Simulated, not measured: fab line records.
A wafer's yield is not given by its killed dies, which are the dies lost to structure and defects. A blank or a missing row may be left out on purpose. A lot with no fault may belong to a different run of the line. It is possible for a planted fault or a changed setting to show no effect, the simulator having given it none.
Chamber matching | flow n5Finfet | 4 sister chambers for N5_BEOL_M4_DESCUM_16 on rieDiel-05
The step chemistry O2, time 7 s. 14 wafers are shown with their chamber, then 7 later ones without.

## WAFERS, EACH WITH ITS CHAMBER
wafer  | chamber | throttleValvePct (%) | oesProductAu (a.u.) | showerheadPlenumPTorr (Torr)
L076.1 | 3       | 20.25                | 0.80                | 2.08
L076.2 | 1       | 20.68                | 0.74                | 2.11
L076.5 | 2       | 20.47                | 0.85                | 2.14
L082.1 | 2       | 20.48                | 0.86                | 2.14
L082.2 | 3       | 20.26                | 0.79                | 2.08
L082.4 | 1       | 20.70                | 0.74                | 2.10
L085.3 | 1       | 20.69                | 0.73                | 2.10
L085.5 | 3       | 20.28                | 0.78                | 2.08
L085.6 | 0       | 20.71                | 0.77                | 2.11
L086.1 | 2       | 20.50                | 0.83                | 2.13
L086.4 | 1       | 20.70                | 0.72                | 2.10
L086.5 | 3       | 20.30                | 0.78                | 2.07
L089.2 | 2       | 20.50                | 0.83                | 2.13
L089.4 | 0       | 20.73                | 0.77                | 2.10

SIGNATURES (means of the wafers above)
reading               | chamber 0 | chamber 1 | chamber 2 | chamber 3 | scatter within a chamber
throttleValvePct      | 20.7200   | 20.6925   | 20.4875   | 20.2725   | 0.0162
oesProductAu          | 0.7700    | 0.7325    | 0.8425    | 0.7875    | 0.0111
showerheadPlenumPTorr | 2.1050    | 2.1025    | 2.1350    | 2.0775    | 0.00548
Rule: a wafer lies at a distance from a chamber equal to the root of the sum of squares, over the readings, of (its reading less the chamber's mean, divided by the reading's scatter). If the next closest chamber is less than 2 further off than the closest, the wafer can't be placed; otherwise it belongs to the closest. The scatter is the square root of a quotient: the sum, over the shown wafers, of each reading's squared deviation from its chamber's mean, divided by wafers minus chambers.

## WAFERS WITHOUT THEIR CHAMBER
wafer  | throttleValvePct (%) | oesProductAu (a.u.) | showerheadPlenumPTorr (Torr)
L089.5 | 20.30                | 0.77                | 2.07
L090.1 | 20.73                | 0.73                | 2.10
L090.4 | 20.71                | 0.77                | 2.10
L090.6 | 20.30                | 0.77                | 2.07
L096.1 | 20.74                | 0.71                | 2.09
L096.2 | 20.33                | 0.76                | 2.07
L096.4 | 20.75                | 0.75                | 2.10

## WHICH CHAMBER EACH WENT THROUGH
wafer  | from the rows above     | in truth
L089.5 | 3                       | 3
L090.1 | can't be placed: 1 or 0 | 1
L090.4 | 0                       | 0
L090.6 | 3                       | 3
L096.1 | can't be placed: 1 or 0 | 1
L096.2 | 3                       | 3
L096.4 | can't be placed: 0 or 1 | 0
Correctly placed: 4 of 7. Can't be placed from these rows: 3 (the true chamber is among the candidates in 3). Wrongly placed: 0.
